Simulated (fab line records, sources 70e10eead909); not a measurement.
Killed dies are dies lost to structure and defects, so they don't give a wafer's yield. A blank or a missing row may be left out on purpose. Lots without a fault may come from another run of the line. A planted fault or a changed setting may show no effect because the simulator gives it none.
fab line records | flow nand_harc
record lots=12 wafers=36 last_day=25
route steps=1159 shown P_M2@328 P_BONDPAD@352 END@1159
lots that met no fault: from a run of the same line without faults
start_h: hours from the record's first day to the start of the lot's first wafer shown | wait_h: hours since the lot's step before | " the same as in the row above | L1.1+2: a row that stands for several wafers | - no value, or no start given | * or withheld: withheld | < > ~ a bound
route shown NAME@n: a module of which the file shows steps, and the number in the route of the first | usual: mean/standard deviation of fault-free wafers | same: alike in all rows | chamber/n: place in a boat | sites: the reading at each site | _std_site: their standard deviation | _edge_site: outer sites' mean less inner sites' | radius_mm: how far each site lies from the wafer's centre | mask NAME#n: copy n | behind: the tool/chamber that last shaped the wafer | hold: why the lot was held/for how many hours/how that ended | device: the transistor (n, p or np) that didn't switch | end of line: the same wafers' tests at the end of the route | a step without rows: its recipe alone | killed: dies lost to structure and defects at the first sort, not the wafer's yield | map: a wafer's dies, x killed, . not, _ none there
set.NAME: the setting as run; set.NAME@STEP: as run at that earlier step | model.NAME: the simulator's own value behind a step, which no gauge read
steps of the route over a sample of lots; a table a step, a row a wafer
services: from which hour (start_h, from the record's first day; less than 0 if before it) a tool's chamber was out of use, for how many hours, and why
## steps
# step NHARC_P_M2_CD_MEAS_09
# recipe target_cd_nm=170 landing_energy_ev=500
# usual cd_nm=170.2/0.63
# columns lot.wafer tool chamber start_h wait_h cd_nm
L474.1 cd_sem-01 0 126.48 - 169.7
L474.2 " 0 " " 170.5
L474.6 " 0 " " 170.2
L476.1 cd_sem-03 0 131.42 - 170.1
L476.2 " 0 " " 171.2
L476.5 " 0 " " 170.2
L478.2 cd_sem-01 0 153.77 - 170.8
L478.3 " 0 " " 169.9
L478.4 " 0 " " 170.1
L484.2 cd_sem-02 0 177.69 - 169.6
L484.4 " 0 " " 169.8
L484.6 " 0 " " 170.2
L483.1 cd_sem-01 0 178.27 - 170.5
L483.4 " 0 " " 169.3
L483.6 " 0 " " 170.0
L488.4 cd_sem-02 0 205.02 - 170.6
L488.5 " 0 " " 170.9
L488.6 " 0 " " 170.8
L487.1 cd_sem-01 0 221.24 - 169.0
L487.2 " 0 " " 169.2
L487.4 " 0 " " 170.0
L493.3 cd_sem-01 0 239.69 - 169.8
L493.5 " 0 " " 169.7
L493.6 " 0 " " 169.0
L495.3 cd_sem-01 0 242.80 - 171.1
L495.5 " 0 " " 170.6
L495.6 " 0 " " 170.6
L494.1 cd_sem-02 0 243.78 - 169.9
L494.2 " 0 " " 170.1
L494.6 " 0 " " 169.6
L496.1 cd_sem-01 0 257.38 - 170.1
L496.2 " 0 " " 169.7
L496.4 " 0 " " 169.3
L497.1 cd_sem-01 0 270.71 - 169.5
L497.2 " 0 " " 170.0
L497.4 " 0 " " 169.6
# step NHARC_P_M2_OVL_MEAS_10
# recipe pitch_nm=340
# usual overlay_x_nm=0.2/0.97 overlay_y_nm=-0.1/0.73
# columns lot.wafer tool chamber start_h wait_h overlay_x_nm overlay_y_nm
L474.1 overlay-02 - 126.57 - 1.0 -0.2
L474.2 " - " " 0.6 -0.1
L474.6 " - " " 0.3 -0.3
L476.1 overlay-02 - 131.51 - 0.0 0.6
L476.2 " - " " 0.3 1.3
L476.5 " - " " 0.1 0.7
L478.2 overlay-02 - 153.85 - -0.2 -0.1
L478.3 " - " " -0.6 0.1
L478.4 " - " " -0.6 -0.2
L484.2 overlay-02 - 177.77 - 0.6 -0.8
L484.4 " - " " 0.4 -0.1
L484.6 " - " " 1.0 -0.7
L483.1 overlay-02 - 178.36 - -1.3 0.1
L483.4 " - " " -1.2 0.2
L483.6 " - " " -1.2 -0.2
L488.4 overlay-02 - 205.11 - -0.1 -0.9
L488.5 " - " " 0.0 -0.8
L488.6 " - " " -0.4 -1.3
L487.1 overlay-01 - 221.33 - 2.0 -0.8
L487.2 " - " " 2.1 -0.3
L487.4 " - " " 1.7 -0.6
L493.3 overlay-02 - 239.77 - 1.2 0.8
L493.5 " - " " 0.9 0.5
L493.6 " - " " 1.1 1.1
L495.3 overlay-01 - 242.88 - 0.8 -0.5
L495.5 " - " " 0.1 0.4
L495.6 " - " " 0.7 0.4
L494.1 overlay-02 - 243.87 - 0.2 0.4
L494.2 " - " " 0.1 0.3
L494.6 " - " " 0.9 0.5
L496.1 overlay-01 - 257.47 - 0.7 -1.7
L496.2 " - " " 1.2 -1.4
L496.4 " - " " 0.2 -1.8
L497.1 overlay-01 - 270.79 - -0.2 -0.4
L497.2 " - " " -0.3 0.0
L497.4 " - " " 0.1 -0.9
# step NHARC_P_M2_PVD_21
# recipe target_thk_a=300 chamber_pressure_pa=5 power_w=5000 substrate_temp_c=30 time_s=20.49 material=Cu
# usual throttle_valve_pct=29.9/0.81
# columns lot.wafer tool chamber start_h wait_h throttle_valve_pct
L474.2 pvd_sputter-02 - - - 30.2
L474.1 " - " " 29.5
L474.6 " - " " 30.0
L476.1 pvd_sputter-01 - - - 29.4
L476.2 " - " " 30.3
L476.5 " - " " 29.5
L478.2 pvd_sputter-02 - - - 29.8
L478.3 " - " " 29.4
L478.4 " - " " 29.3
L484.4 pvd_sputter-03 - - - 29.1
L484.2 " - " " 31.6
L484.6 " - " " 29.7
L483.4 pvd_sputter-01 - - - 31.4
L483.1 " - " " 30.8
L483.6 " - " " 31.3
L488.4 pvd_sputter-02 - - - 29.1
L488.5 " - " " 29.5
L488.6 " - " " 29.4
L487.4 pvd_sputter-03 - - - 28.9
L487.2 " - " " 31.6
L487.1 " - " " 29.8
L493.3 pvd_sputter-03 - - - 31.6
L493.5 " - " " 29.1
L493.6 " - " " 31.6
L495.3 pvd_sputter-03 - - - 29.7
L495.5 " - " " 31.5
L495.6 " - " " 29.9
L494.1 pvd_sputter-02 - - - 30.6
L494.2 " - " " 29.2
L494.6 " - " " 29.2
L496.1 pvd_sputter-02 - - - 29.5
L496.2 " - " " 29.6
L496.4 " - " " 30.8
L497.1 pvd_sputter-01 - - - 29.1
L497.4 " - " " 29.8
L497.2 " - " " 31.2
# step NHARC_P_BONDPAD_CMP_32
# recipe target_thk_nm=200 material=SiCN
# usual edge_zone_pressure_frac=1.000/0.005 motor_current_A=11.8/0.98
# columns lot.wafer tool chamber start_h wait_h edge_zone_pressure_frac motor_current_A
L474.1 cmp-01 3 130.23 - 0.996 12.1
L474.2 " 0 " " 1.001 11.4
L474.6 " 3 " " 1.002 12.1
L476.1 cmp-04 3 135.23 - 0.992 12.9
L476.2 " 0 " " 1.003 11.2
L476.5 " 3 " " 1.000 11.4
L478.2 cmp-04 2 158.24 - 1.003 11.5
L478.4 " 0 " " 0.993 11.6
L478.3 " 1 " " 0.997 11.5
L484.2 cmp-02 3 181.75 - - -
L484.4 " 0 " " - -
L484.6 " 2 " " - -
L483.4 cmp-04 1 182.04 - - -
L483.1 " 2 " " - -
L483.6 " 1 " " - -
L488.4 cmp-04 3 209.01 - - -
L488.5 " 0 " " - -
L488.6 " 1 " " - -
L487.4 cmp-02 1 225.06 - 0.997 12.5
L487.2 " 3 " " 1.002 12.2
L487.1 " 0 " " 1.010 9.7
L493.3 cmp-04 3 243.85 - 1.007 12.2
L493.5 " 2 " " 1.002 11.4
L493.6 " 3 " " 1.002 12.0
L495.3 cmp-02 2 246.58 - 0.995 11.5
L495.6 " 3 " " 1.008 12.6
L495.5 " 0 " " 1.005 10.1
L494.1 cmp-02 1 247.62 - 1.000 13.1
L494.2 " 2 " " 1.004 11.8
L494.6 " 0 " " 0.996 10.0
L496.4 cmp-02 0 261.19 - 0.998 10.2
L496.1 " 1 " " 1.007 13.6
L496.2 " 2 " " 1.000 11.7
L497.1 cmp-01 1 274.64 - 0.995 13.5
L497.4 " 2 " " 0.996 10.8
L497.2 " 3 " " 1.000 12.3
# step NHARC_P_BONDPAD_THK_MEAS_33
# recipe thk_meas_gauge=ellipsometry
# usual thk_nm=200.1/1.6
# columns lot.wafer tool chamber start_h wait_h thk_nm
L474.1 film_metro-01 - 130.46 0.2 200.3
L474.2 " - " " 199.4
L474.6 " - " " 200.9
L476.1 film_metro-02 - 135.48 0.2 198.4
L476.2 " - " " 199.1
L476.5 " - " " 199.0
L478.2 film_metro-01 - 158.49 0.2 198.2
L478.3 " - " " 199.0
L478.4 " - " " 197.5
L484.2 film_metro-02 - 181.95 0.2 253.0
L484.4 " - " " 253.1
L484.6 " - " " 255.5
L483.1 film_metro-02 - 182.27 0.2 252.1
L483.4 " - " " 249.6
L483.6 " - " " 256.6
L488.4 film_metro-01 - 209.19 0.2 252.7
L488.5 " - " " 247.2
L488.6 " - " " 253.7
L487.1 film_metro-02 - 225.31 0.1 198.1
L487.2 " - " " 199.7
L487.4 " - " " 199.5
L493.3 film_metro-02 - 244.07 0.2 201.4
L493.5 " - " " 199.6
L493.6 " - " " 202.3
L495.3 film_metro-02 - 246.76 0.2 201.8
L495.5 " - " " 202.3
L495.6 " - " " 201.5
L494.1 film_metro-01 - 247.82 0.2 201.4
L494.2 " - " " 201.4
L494.6 " - " " 201.9
L496.1 film_metro-02 - 261.43 0.2 203.2
L496.2 " - " " 201.5
L496.4 " - " " 200.0
L497.1 film_metro-02 - 274.89 0.2 199.6
L497.2 " - " " 199.2
L497.4 " - " " 197.9
# step NHARC_END_SORT_01
# recipe temp_c=25
# usual defect_limited_yield=95.3/1.7 killed_at_array=28/11 killed_at_other=0.5/0.85 killed_at_periphery=2.7/1.9 killed_dies=32/12 killed_open=3.3/1.6 killed_short=2.1/1.5 sort_bin_2_pct=1.5/0.71 sort_bin_3_pct=0.25/0.23 sort_bin_4_pct=3.0/1.1 sort_n_pass=645/12 sort_rim_yield_pct=95/3.1 sort_yield_pct=95.3/1.7
# same gross_dies=677 sort_bin_5_pct[%]=0 sort_bin_6_pct[%]=0 sort_bin_7_pct[%]=0 sort_bin_8_pct[%]=0 sort_rim_n_gross=106.00
# columns lot.wafer tool chamber start_h wait_h defect_limited_yield[%] killed_at_array killed_at_other killed_at_periphery killed_dies killed_open killed_short sort_bin_2_pct[%] sort_bin_3_pct[%] sort_bin_4_pct[%] sort_n_pass sort_rim_yield_pct[%] sort_yield_pct[%]
L476.1 prober-01 0 457.07 2.5 96.8 22 0 0 22 2 1 1.0 0.15 2.1 655 95 96.8
L476.2 prober-01 0 457.87 2.8 94.5 33 0 4 37 3 1 1.2 0.15 4.1 640 94 94.5
L476.5 prober-01 0 460.28 3.7 95.1 29 0 4 33 2 3 1.2 0.74 3.0 644 95 95.1
L474.1 prober-02 0 457.19 2.6 96.6 21 0 2 23 3 1 1.0 0 2.4 654 97 96.6
L474.2 prober-02 0 457.99 2.8 98.1 11 0 2 13 3 3 0.9 0 1.0 664 98 98.1
L474.6 prober-02 0 461.21 4.0 97.0 19 0 1 20 2 1 0.6 0.15 2.2 657 94 97.0
L478.2 prober-01 0 489.13 2.8 96.0 22 0 5 27 4 3 1.8 0.30 1.9 650 97 96.0
L478.3 prober-01 0 489.93 3.1 95.9 24 0 4 28 1 1 1.5 0.15 2.5 649 100 95.9
L478.4 prober-01 0 490.73 3.4 97.0 15 0 5 20 2 1 0.6 0.30 2.1 657 93 97.0
L483.1 prober-02 0 493.25 2.5 0 28 1 648 677 4 4 96.3 0.30 3.4 0 0 0
L483.4 prober-02 0 495.66 3.4 0 16 0 661 677 3 2 98.1 0.15 1.8 0 0 0
L483.6 prober-02 0 497.27 4.0 0 24 0 653 677 2 3 96.8 0.44 2.8 0 0 0
L484.2 prober-01 0 513.71 2.8 0 22 3 652 677 7 1 97.6 0 2.4 0 0 0
L484.4 prober-01 0 515.31 3.4 0 18 1 658 677 4 1 97.5 0.44 2.1 0 0 0
L484.6 prober-01 0 516.91 4.0 0 16 1 660 677 2 0 97.9 0 2.1 0 0 0
L488.4 prober-02 0 515.32 3.4 0 44 0 633 677 5 1 95.7 0.15 4.1 0 0 0
L488.5 prober-02 0 516.11 3.7 0 45 1 631 677 5 4 95.3 0.15 4.6 0 0 0
L488.6 prober-02 0 516.90 3.9 0 48 0 629 677 2 3 94.4 0.89 4.7 0 0 0
L487.1 prober-01 0 548.41 2.5 91.9 51 0 4 55 6 2 2.5 0.30 5.3 622 96 91.9
L487.2 prober-01 0 549.21 2.8 93.5 42 0 2 44 4 1 2.4 0.30 3.8 633 92 93.5
L487.4 prober-01 0 550.81 3.4 94.8 32 1 2 35 2 4 2.2 0.30 2.7 642 92 94.8
L494.1 prober-01 0 564.01 2.5 93.4 43 0 2 45 4 3 2.7 0.44 3.5 632 89 93.4
L494.2 prober-01 0 564.82 2.8 91.9 53 0 2 55 5 3 1.9 0.30 5.9 622 90 91.9
L494.6 prober-01 0 568.06 4.1 93.8 40 0 2 42 3 0 1.3 0.74 4.1 635 93 93.8
L493.3 prober-02 0 573.35 3.1 95.7 29 0 0 29 0 1 1.9 0.30 2.1 648 95 95.7
L493.5 prober-02 0 574.97 3.7 93.2 42 0 4 46 3 1 1.6 0.74 4.4 631 98 93.2
L493.6 prober-02 0 575.78 4.0 92.9 44 0 4 48 4 3 2.4 0.15 4.6 629 90 92.9
L495.3 prober-01 0 573.40 3.1 93.5 41 1 2 44 2 2 2.7 0.15 3.7 633 92 93.5
L495.5 prober-01 0 574.97 3.6 94.2 32 0 7 39 5 3 1.2 0.15 4.4 638 98 94.2
L495.6 prober-01 0 575.76 3.9 95.7 25 1 3 29 0 3 0.9 0.30 3.1 648 93 95.7
L496.1 prober-01 0 579.48 2.4 92.6 46 0 4 50 4 2 3.2 0.15 4.0 627 95 92.6
L496.2 prober-01 0 580.27 2.7 92.3 51 1 0 52 0 1 1.6 0.30 5.8 625 99 92.3
L496.4 prober-01 0 581.85 3.4 93.9 41 0 0 41 0 1 2.1 0.30 3.7 636 93 93.9
L497.1 prober-01 0 587.26 2.5 95.0 29 0 5 34 4 1 1.9 0 3.1 643 99 95.0
L497.2 prober-01 0 588.06 2.8 95.9 27 0 1 28 4 2 1.5 0.15 2.5 649 96 95.9
L497.4 prober-01 0 589.67 3.4 94.5 31 0 6 37 5 2 1.3 0.44 3.7 640 96 94.5
# killed by level:class
L476.1 A_SLIT:chamber_film_flake=8 A_CHANNEL_HOLE_D1:chamber_film_flake=5 A_CONTACT:chamber_film_flake=5 A_CHANNEL_FILL_D1:geometric_particle:short=1 A_CONTACT:geometric_particle:open=1 A_M0:geometric_particle:open=1 A_SGD_CUT:chamber_film_flake=1
L474.1 A_CHANNEL_HOLE_D1:chamber_film_flake=5 A_WL_FILL:chamber_film_flake=3 A_CONTACT:chamber_film_flake=3 A_M1:chamber_film_flake=3 A_SLIT:chamber_film_flake=2 P_M0:geometric_particle:open=1 A_CONTACT:geometric_particle:open=1 A_BLC:geometric_particle:open=1
L476.2 A_CHANNEL_HOLE_D1:chamber_film_flake=14 A_SLIT:chamber_film_flake=12 P_BONDPAD:chamber_film_flake=2 A_SGD_CUT:chamber_film_flake=2 P_CONTACT:geometric_particle:open=1 A_ONON_D1:geometric_particle:open=1 A_WL_FILL:geometric_particle:short=1 A_M0:geometric_particle:open=1
L474.2 A_CONTACT:chamber_film_flake=4 A_CHANNEL_FILL_D1:geometric_particle:open=2 P_GATE:geometric_particle:short=1 P_M0:geometric_particle:open=1 A_SGD_CUT:geometric_particle:short=1 A_M1:geometric_particle:short=1 A_ZERO_WELL:chamber_film_flake=1 A_WL_FILL:chamber_film_flake=1
L476.5 A_CHANNEL_HOLE_D1:chamber_film_flake=14 A_SLIT:chamber_film_flake=9 P_CONTACT:geometric_particle:short=1 P_CONTACT:geometric_particle:open=1 A_ONON_D1:geometric_particle:short=1 A_STAIRCASE:geometric_particle:short=1 A_CONTACT:geometric_particle:open=1 P_ZERO_WELL:chamber_film_flake=1
L474.6 A_WL_FILL:chamber_film_flake=4 A_SLIT:chamber_film_flake=3 A_CONTACT:chamber_film_flake=3 A_CHANNEL_HOLE_D1:chamber_film_flake=2 A_M1:chamber_film_flake=2 A_CHANNEL_HOLE_D1:geometric_particle:open=1 A_CONTACT:geometric_particle:open=1 A_M0:geometric_particle:short=1
L478.2 A_SLIT:chamber_film_flake=11 A_WL_FILL:chamber_film_flake=3 P_ZERO_WELL:chamber_film_flake=2 P_GATE:geometric_particle:open=1 A_ONON_D1:geometric_particle:open=1 A_ONON_D1:geometric_particle:short=1 A_CHANNEL_FILL_D1:geometric_particle:open=1 A_WL_FILL:geometric_particle:short=1
L478.3 A_SLIT:chamber_film_flake=13 A_CHANNEL_HOLE_D1:chamber_film_flake=5 A_STAIRCASE:chamber_film_flake=4 P_BONDPAD:chamber_film_flake=3 P_M0:geometric_particle:open=1 A_SOURCE_PLATE:geometric_particle:short=1 A_WL_FILL:chamber_film_flake=1
L478.4 A_SLIT:chamber_film_flake=8 P_BONDPAD:chamber_film_flake=3 A_CHANNEL_FILL_D1:geometric_particle:open=2 A_STAIRCASE:chamber_film_flake=2 A_CHANNEL_HOLE_D1:geometric_particle:short=1 P_ZERO_WELL:chamber_film_flake=1 P_GATE:chamber_film_flake=1 A_CHANNEL_HOLE_D1:chamber_film_flake=1
L483.1 P_BONDPAD:area_cmp=643 A_CONTACT:chamber_film_flake=10 A_CHANNEL_HOLE_D1:chamber_film_flake=5 A_BONDPAD:chamber_film_flake=4 A_CHANNEL_FILL_D1:chamber_film_flake=2 P_STI:geometric_particle:open=1 P_M0:geometric_particle:short=1 A_SOURCE_PLATE:geometric_particle:open=1
L483.4 P_BONDPAD:area_cmp=659 A_CONTACT:chamber_film_flake=3 A_SGD_CUT:geometric_particle:short=2 P_GATE:chamber_film_flake=2 A_STAIRCASE:chamber_film_flake=2 A_WL_FILL:chamber_film_flake=2 A_BONDPAD:chamber_film_flake=2 A_CHANNEL_FILL_D1:geometric_particle:open=1
L483.6 P_BONDPAD:area_cmp=649 A_CONTACT:chamber_film_flake=8 A_STAIRCASE:chamber_film_flake=4 A_BONDPAD:chamber_film_flake=3 P_GATE:chamber_film_flake=2 A_CHANNEL_HOLE_D1:chamber_film_flake=2 A_WL_FILL:chamber_film_flake=2 P_GATE:geometric_particle:short=1
L484.2 P_BONDPAD:area_cmp=651 A_CONTACT:chamber_film_flake=11 THIN_TSV:chamber_film_flake=3 A_M0:geometric_particle:open=2 A_CHANNEL_FILL_D1:chamber_film_flake=2 P_CONTACT:geometric_particle:open=1 A_ONON_D1:geometric_particle:open=1 A_CHANNEL_FILL_D1:geometric_particle:open=1
L484.4 P_BONDPAD:area_cmp=657 A_CHANNEL_HOLE_D1:chamber_film_flake=4 A_CHANNEL_FILL_D1:chamber_film_flake=4 A_CONTACT:chamber_film_flake=4 P_GATE:geometric_particle:open=1 A_CHANNEL_FILL_D1:geometric_particle:short=1 A_SGD_CUT:geometric_particle:open=1 A_CONTACT:geometric_particle:open=1
L488.4 P_BONDPAD:area_cmp=629 A_CHANNEL_HOLE_D1:chamber_film_flake=14 A_STAIRCASE:chamber_film_flake=12 A_SLIT:chamber_film_flake=11 P_M0:geometric_particle:open=2 A_ZERO_WELL:chamber_film_flake=2 P_CONTACT:geometric_particle:short=1 A_SOURCE_PLATE:geometric_particle:open=1
L488.5 P_BONDPAD:area_cmp=628 A_CHANNEL_HOLE_D1:chamber_film_flake=15 A_SLIT:chamber_film_flake=13 A_STAIRCASE:chamber_film_flake=6 A_CONTACT:geometric_particle:open=2 P_CONTACT:geometric_particle:open=1 P_M0:geometric_particle:open=1 A_ONON_D1:geometric_particle:short=1
L488.6 P_BONDPAD:area_cmp=627 A_SLIT:chamber_film_flake=13 A_CHANNEL_HOLE_D1:chamber_film_flake=12 A_STAIRCASE:chamber_film_flake=7 A_CONTACT:chamber_film_flake=6 A_CHANNEL_FILL_D1:chamber_film_flake=3 A_SOURCE_PLATE:geometric_particle:short=1 A_ONON_D1:geometric_particle:open=1
L484.6 P_BONDPAD:area_cmp=659 A_CHANNEL_HOLE_D1:chamber_film_flake=4 A_CHANNEL_FILL_D1:chamber_film_flake=3 A_STAIRCASE:chamber_film_flake=3 A_CONTACT:chamber_film_flake=2 A_ONON_D1:geometric_particle:open=1 A_CHANNEL_FILL_D1:geometric_particle:open=1 THIN_TSV:chamber_film_flake=1
L487.1 A_SLIT:chamber_film_flake=24 A_CHANNEL_HOLE_D1:chamber_film_flake=16 A_WL_FILL:geometric_particle:open=3 A_STAIRCASE:chamber_film_flake=3 P_CONTACT:geometric_particle:short=1 P_M0:geometric_particle:open=1 A_ONON_D1:geometric_particle:short=1 A_CONTACT:geometric_particle:open=1
L487.2 A_SLIT:chamber_film_flake=20 A_CHANNEL_HOLE_D1:chamber_film_flake=10 A_STAIRCASE:chamber_film_flake=4 A_CONTACT:geometric_particle:open=2 A_CHANNEL_FILL_D1:chamber_film_flake=2 A_CONTACT:chamber_film_flake=2 P_M0:geometric_particle:open=1 A_WL_FILL:geometric_particle:open=1
L487.4 A_SLIT:chamber_film_flake=14 A_CHANNEL_HOLE_D1:chamber_film_flake=8 A_STAIRCASE:chamber_film_flake=4 P_STI:geometric_particle:short=1 A_WL_FILL:geometric_particle:open=1 A_CONTACT:geometric_particle:open=1 A_CONTACT:geometric_particle:short=1 A_M0:geometric_particle:short=1
L494.1 A_SLIT:chamber_film_flake=17 A_CHANNEL_HOLE_D1:chamber_film_flake=13 A_STAIRCASE:chamber_film_flake=4 A_SGD_CUT:chamber_film_flake=2 P_CONTACT:geometric_particle:short=1 A_ONON_D1:geometric_particle:open=1 A_CHANNEL_FILL_D1:geometric_particle:open=1 A_WL_FILL:geometric_particle:short=1
L494.2 A_CHANNEL_HOLE_D1:chamber_film_flake=22 A_SLIT:chamber_film_flake=17 A_CHANNEL_FILL_D1:geometric_particle:open=2 A_CONTACT:geometric_particle:open=2 P_ZERO_WELL:chamber_film_flake=2 A_STAIRCASE:chamber_film_flake=2 A_CONTACT:chamber_film_flake=2 A_CHANNEL_FILL_D1:geometric_particle:short=1
L494.6 A_CHANNEL_HOLE_D1:chamber_film_flake=17 A_SLIT:chamber_film_flake=16 P_BONDPAD:chamber_film_flake=2 A_CONTACT:chamber_film_flake=2 A_SGD_CUT:geometric_particle:open=1 A_WL_FILL:geometric_particle:open=1 A_CONTACT:geometric_particle:open=1 A_ZERO_WELL:chamber_film_flake=1
L493.3 A_CHANNEL_HOLE_D1:chamber_film_flake=10 A_SLIT:chamber_film_flake=8 A_CONTACT:chamber_film_flake=5 A_STAIRCASE:chamber_film_flake=4 A_WL_FILL:geometric_particle:short=1 A_WL_FILL:chamber_film_flake=1
L495.3 A_SLIT:chamber_film_flake=21 A_CHANNEL_HOLE_D1:chamber_film_flake=4 A_STAIRCASE:chamber_film_flake=4 A_CONTACT:chamber_film_flake=3 A_CONTACT:geometric_particle:open=2 A_CHANNEL_FILL_D1:chamber_film_flake=2 A_SGD_CUT:chamber_film_flake=2 P_M0:geometric_particle:short=1
L493.5 A_SLIT:chamber_film_flake=20 A_CHANNEL_HOLE_D1:chamber_film_flake=12 A_STAIRCASE:chamber_film_flake=4 A_CONTACT:chamber_film_flake=3 P_M0:geometric_particle:open=2 P_ZERO_WELL:chamber_film_flake=2 A_WL_FILL:geometric_particle:short=1 A_WL_FILL:geometric_particle:open=1
L495.5 A_SLIT:chamber_film_flake=13 A_CHANNEL_HOLE_D1:chamber_film_flake=6 A_STAIRCASE:chamber_film_flake=4 P_BONDPAD:chamber_film_flake=3 A_CONTACT:chamber_film_flake=3 A_CONTACT:geometric_particle:open=2 P_CONTACT:geometric_particle:open=1 P_M0:geometric_particle:open=1
L495.6 A_SLIT:chamber_film_flake=12 A_CHANNEL_HOLE_D1:chamber_film_flake=5 A_STAIRCASE:chamber_film_flake=3 A_CONTACT:chamber_film_flake=2 P_CONTACT:geometric_particle:short=1 A_ONON_D1:geometric_particle:short=1 A_CONTACT:geometric_particle:short=1 P_ZERO_WELL:chamber_film_flake=1
L493.6 A_SLIT:chamber_film_flake=19 A_CHANNEL_HOLE_D1:chamber_film_flake=10 A_STAIRCASE:chamber_film_flake=5 A_CONTACT:chamber_film_flake=3 P_ZERO_WELL:chamber_film_flake=2 A_WL_FILL:chamber_film_flake=2 P_M0:geometric_particle:short=1 P_M2:geometric_particle:open=1
L496.1 A_SLIT:chamber_film_flake=14 A_CHANNEL_HOLE_D1:chamber_film_flake=10 A_CONTACT:chamber_film_flake=7 A_BLC:chamber_film_flake=5 A_STAIRCASE:chamber_film_flake=4 A_M1:chamber_film_flake=2 P_GATE:geometric_particle:open=1 P_CONTACT:geometric_particle:open=1
L496.2 A_SLIT:chamber_film_flake=22 A_STAIRCASE:chamber_film_flake=8 A_CHANNEL_HOLE_D1:chamber_film_flake=6 A_BLC:chamber_film_flake=6 A_M1:chamber_film_flake=5 A_CONTACT:chamber_film_flake=4 STARTING-WAFER:geometric_particle:short=1
L496.4 A_SLIT:chamber_film_flake=19 A_CHANNEL_HOLE_D1:chamber_film_flake=8 A_STAIRCASE:chamber_film_flake=6 A_M1:chamber_film_flake=3 A_CHANNEL_FILL_D1:chamber_film_flake=2 A_CONTACT:chamber_film_flake=2 A_SGD_CUT:geometric_particle:short=1
L497.1 A_SLIT:chamber_film_flake=19 A_CONTACT:chamber_film_flake=3 P_CONTACT:chamber_film_flake=2 P_CONTACT:geometric_particle:short=1 P_CONTACT:geometric_particle:open=1 A_CHANNEL_FILL_D1:geometric_particle:open=1 A_SGD_CUT:geometric_particle:open=1 A_CONTACT:geometric_particle:open=1
L497.2 A_SLIT:chamber_film_flake=17 A_CHANNEL_FILL_D1:chamber_film_flake=3 A_CHANNEL_FILL_D1:geometric_particle:open=2 A_SGD_CUT:geometric_particle:short=1 A_CONTACT:geometric_particle:short=1 A_BLC:geometric_particle:open=1 A_M0:geometric_particle:open=1 P_CONTACT:chamber_film_flake=1
L497.4 A_SLIT:chamber_film_flake=14 A_STAIRCASE:chamber_film_flake=5 P_CONTACT:chamber_film_flake=4 A_CHANNEL_HOLE_D1:chamber_film_flake=2 A_M1:chamber_film_flake=2 P_CONTACT:geometric_particle:open=1 P_M0:geometric_particle:open=1 A_CHANNEL_HOLE_D1:geometric_particle:short=1
## services
# columns tool chamber start_h hours kind
cmp-04 - 105.07 4.0 pm
cmp-04 - 109.07 - consumable_replace:conditioner
cmp-04 - 109.07 - consumable_replace:pad
cmp-01 - 116.55 3.3 repair
cmp-01 - 126.29 0.2 repair
cmp-02 - 130.11 4.0 pm
cmp-02 - 134.11 - consumable_replace:conditioner
cmp-02 - 134.11 - consumable_replace:pad
cmp-02 - 157.97 1.9 repair
pvd_sputter-01 - 158.00 10.0 pm
cmp-01 - 179.66 4.0 pm
cmp-04 - 202.10 0.7 repair
cmp-04 - 203.07 4.0 pm
pvd_sputter-02 - 204.09 1.2 repair
cmp-04 - 207.07 - consumable_replace:conditioner
cmp-04 - 207.07 - consumable_replace:pad
pvd_sputter-02 - 211.80 0.9 repair
cmp-01 - 213.80 3.7 repair
pvd_sputter-02 - 214.02 10.0 pm
cmp-01 - 221.60 2.5 repair
cmp-02 - 225.52 0.5 repair
cmp-02 - 228.11 4.0 pm
cmp-04 - 243.15 0.5 repair
pvd_sputter-01 - 272.68 1.7 repair
## key
first_sign step=NHARC_P_BONDPAD_CMP_32 reading=tool_record direction=missing
effect step=NHARC_P_BONDPAD_THK_MEAS_33 reading=thk_nm direction=up sigmas=33 usual=200.1 struck=252.6
effect step=NHARC_END_SORT_01 reading=killed_at_periphery direction=up sigmas=99+ usual=2.7 struck=647.2
more_kills_born_at NHARC_P_BONDPAD_CMP_32@cmp-04=3835 NHARC_P_BONDPAD_CMP_32@cmp-02=1967
met_at NHARC_P_BONDPAD_CMP_32
struck_lots L483,L484,L488
later_rows_left_out L483.1,L483.4,L483.6,L484.2,L484.4,L484.6,L488.4,L488.5,L488.6
not_acting_at NHARC_P_M2_CD_MEAS_09,NHARC_P_M2_OVL_MEAS_10,NHARC_P_M2_PVD_21
onset_between 158.24 181.75
fault kind=skipped_step_whole tool=cmp-02,cmp-04 chamber=- onset_h=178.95 steps=NHARC_P_BONDPAD_CMP_32 scope=struck_lots_only
# later_rows_left_out: the simulator's readings of these wafers behind a module that went badly wrong aren't trusted and aren't shown, but for the sort
